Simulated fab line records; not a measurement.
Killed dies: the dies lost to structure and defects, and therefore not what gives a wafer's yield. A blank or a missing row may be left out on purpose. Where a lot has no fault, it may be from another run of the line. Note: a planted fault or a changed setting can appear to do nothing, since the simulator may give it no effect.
Which tool is to blame?	flow nand-harc	6 lots with 18 wafers sampled at 3 steps, on a route of 1159 steps

WHAT EACH GAUGE READ, for each wafer
NHARC_P_M1_INSPECT_27.
lot	measured	on	raw-defect-count
L531	day 7 05:00	defect-inspect-02	192 266 188
L535	day 8 05:19	defect-inspect-01	193 230 285
L542	day 10 09:22	defect-inspect-02	623 1324 401 619 1361 406
L545	day 11 00:52	defect-inspect-02	247 253 248
L547	day 11 08:34	defect-inspect-02	309 205 234
L549	day 11 14:58	defect-inspect-02	284 375 230

EACH LOT AND THE TOOL THAT RAN IT (in order: tool; ch and the chambers of the sampled wafers; start)
lot	NHARC_P_ZERO_WELL_DESCUM_54	NHARC_P_GATE_STRIP_35
L531	rie-diel-10 ch 0,1,3, day 3 00:22	wet-bench-07 ch 2,6,7, day 5 23:22
L535	rie-diel-10 ch 0,2, day 3 23:56	wet-bench-06 ch 2,5,6, day 6 19:07
L542	rie-diel-10 ch 0,2,3, day 5 17:58	wet-bench-05 ch 0,4,7, day 8 21:03
L545	rie-diel-11 ch 1,3, day 6 11:53	wet-bench-05 ch 0,2,6, day 9 17:16
L547	rie-diel-10 ch 0,1,2, day 6 23:57	wet-bench-05 ch 0,2,6, day 10 02:01
L549	rie-diel-10 ch 1,3, day 7 11:55	wet-bench-05 ch 3,4,7, day 10 06:40
- NHARC_P_ZERO_WELL_DESCUM_54: chemistry O2, time 3 s.
- NHARC_P_GATE_STRIP_35: strips in SPM, time 600 s.

THE ANSWER, worked out from the rows above alone
Rule: usual is defined by the lots themselves. The widest of any qualifying gaps counts: lots, ordered by their means at a reading, are off when they make up no more than a third of the lots, leave a main group of 4 or more, and stand apart from it by 3 or more times the standard deviation of that group's means. The tables above print the reading to a certain number of digits; a main group whose means all agree to those digits is not used. A lot without any number at a reading at which 4 lots or more have one is off too. All remaining lots with rows at the step are treated as sound.
Off at NHARC_P_M1_INSPECT_27 (raw-defect-count): L542. For the main group the mean is 249 and the standard deviation 27.
If a tool, at a process step before that reading, ran all the lots that are off and no sound lot after the first of them, it fits. Those tools and the gauges at NHARC_P_M1_INSPECT_27 are tried in the same way. Of those tried, none fits.

WHAT THE SIMULATOR HAD PUT IN
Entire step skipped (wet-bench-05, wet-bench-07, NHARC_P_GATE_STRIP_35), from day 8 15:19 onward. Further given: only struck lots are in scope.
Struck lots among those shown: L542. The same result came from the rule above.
